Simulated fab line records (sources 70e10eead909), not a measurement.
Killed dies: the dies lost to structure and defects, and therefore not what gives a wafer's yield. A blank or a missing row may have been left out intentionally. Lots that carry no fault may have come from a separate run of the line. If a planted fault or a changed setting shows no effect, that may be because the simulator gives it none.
Matching of chambers | flow nand-harc | NHARC_P_CONTACT_STRIP_28 on rie-diel-06 has 4 sister chambers
The step strips in O2. 18 wafers are shown with their chamber, then 9 later ones without.

EACH WAFER AND ITS CHAMBER
wafer  | chamber | showerhead-plenum-p-Torr (Torr) | drypump-motor-current-A (A) | rf-vpp-V (V)
L321.1 | 1       | 3.55                            | 5.6                         | 56.7
L321.5 | 0       | 3.74                            | 5.3                         | 59.2
L321.6 | 1       | 3.55                            | 5.6                         | 57.1
L322.4 | 2       | 3.68                            | 6.2                         | 57.8
L322.5 | 3       | 3.32                            | 6.5                         | 56.7
L322.6 | 2       | 3.68                            | 6.2                         | 58.4
L328.1 | 3       | 3.31                            | 6.4                         | 56.6
L328.5 | 3       | 3.31                            | 6.5                         | 56.2
L328.6 | 2       | 3.68                            | 6.2                         | 59.0
L335.1 | 1       | 3.54                            | 5.6                         | 57.6
L335.5 | 3       | 3.31                            | 6.5                         | 56.7
L335.6 | 2       | 3.68                            | 6.2                         | 57.7
L333.1 | 1       | 3.54                            | 5.6                         | 58.0
L333.2 | 2       | 3.68                            | 6.3                         | 59.6
L333.4 | 3       | 3.31                            | 6.5                         | 57.6
L336.2 | 0       | 3.74                            | 5.3                         | 57.8
L336.3 | 1       | 3.54                            | 5.7                         | 58.3
L336.4 | 3       | 3.31                            | 6.5                         | 57.9

SIGNATURES (means of the wafers above)
reading                  | chamber 0 | chamber 1 | chamber 2 | chamber 3 | scatter within a chamber
showerhead-plenum-p-Torr | 3.7400    | 3.5440    | 3.6800    | 3.3117    | 0.00381
drypump-motor-current-A  | 5.300     | 5.620     | 6.220     | 6.483     | 0.0417
rf-vpp-V                 | 58.500    | 57.540    | 58.500    | 56.950    | 0.727
Rule: a wafer lies at a distance from a chamber equal to the root of the sum of squares, over the readings, of (its reading less the chamber's mean, divided by the reading's scatter). If the next closest chamber is less than 2 further off than the closest, the wafer can't be placed; otherwise it belongs to the closest. How the scatter is found: for the shown wafers, subtract from each reading the mean of its chamber, square and add these, divide the total by (wafers less chambers), then take the root.

WAFERS WHOSE CHAMBER IS MISSING
wafer  | showerhead-plenum-p-Torr (Torr) | drypump-motor-current-A (A) | rf-vpp-V (V)
L339.1 | 3.31                            | 6.5                         | 55.7
L339.2 | 3.73                            | 5.3                         | 59.3
L339.3 | 3.67                            | 6.3                         | 58.0
L341.3 | 3.31                            | 6.4                         | 56.9
L341.4 | 3.54                            | 5.6                         | 56.7
L341.6 | 3.54                            | 5.6                         | 57.0
L340.2 | 3.73                            | 5.3                         | 57.6
L340.5 | 3.31                            | 6.5                         | 57.2
L340.6 | 3.68                            | 6.3                         | 58.4

WHICH CHAMBER EACH ONE RAN IN
wafer  | from the rows above | in truth
L339.1 | 3                   | 3
L339.2 | 0                   | 0
L339.3 | 2                   | 2
L341.3 | 3                   | 3
L341.4 | 1                   | 1
L341.6 | 1                   | 1
L340.2 | 0                   | 0
L340.5 | 3                   | 3
L340.6 | 2                   | 2
9 of 9 placed correctly. Not placeable from these rows: 0. Placed wrongly: 0.
